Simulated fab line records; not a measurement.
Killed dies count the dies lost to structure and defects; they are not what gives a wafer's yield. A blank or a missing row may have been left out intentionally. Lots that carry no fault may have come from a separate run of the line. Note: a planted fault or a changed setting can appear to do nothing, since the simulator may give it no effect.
Matching of chambers ; flow nand_harc ; NHARC_A_BLC_ALD_23 on ald_metal-02 has 4 sister chambers
The step deposits TiN, target thk 3 nm, pulse time 1 s, ald cycles 150. 4 wafers are shown with their chamber, then 9 later ones without.

EACH WAFER AND ITS CHAMBER
wafer;chamber;heater_power_w (W)
L078.1;0;972
L081.4;2;989
L085.2;1;1130
L085.6;3;1192

WAFERS WHOSE CHAMBER IS MISSING
wafer;heater_power_w (W)
L092.2;996
L092.5;933
L092.6;1121
L094.2;991
L094.3;1193
L094.4;1127
L097.2;1157
L097.5;1141
L097.6;960

THE CHAMBER EACH PASSED THROUGH
wafer;from the rows above;in truth
L092.2;can't be placed: 2 or 0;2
L092.5;can't be placed: 0 or 2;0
L092.6;1;1
L094.2;can't be placed: 2 or 0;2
L094.3;3;3
L094.4;1;1
L097.2;can't be placed: 1 or 3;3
L097.5;1;1
L097.6;can't be placed: 0 or 2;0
Placed correctly: 4 of 9. Can't be placed from these rows: 5 (the true chamber is among the candidates in 5). Wrongly placed: 0.
How it was worked out, from the rows above alone: a wafer's distance from a chamber is the root of the sum, over the readings, of the square of ((its reading less the chamber's mean) divided by the reading's scatter). If the next closest chamber is less than 2 further off than the closest, the wafer can't be placed; otherwise it belongs to the closest. For every chamber, the mean is computed from those of its wafers that are shown. The scatter: root of mean squared gap, hidden wafer to nearest shown wafer, with one shown wafer a chamber.
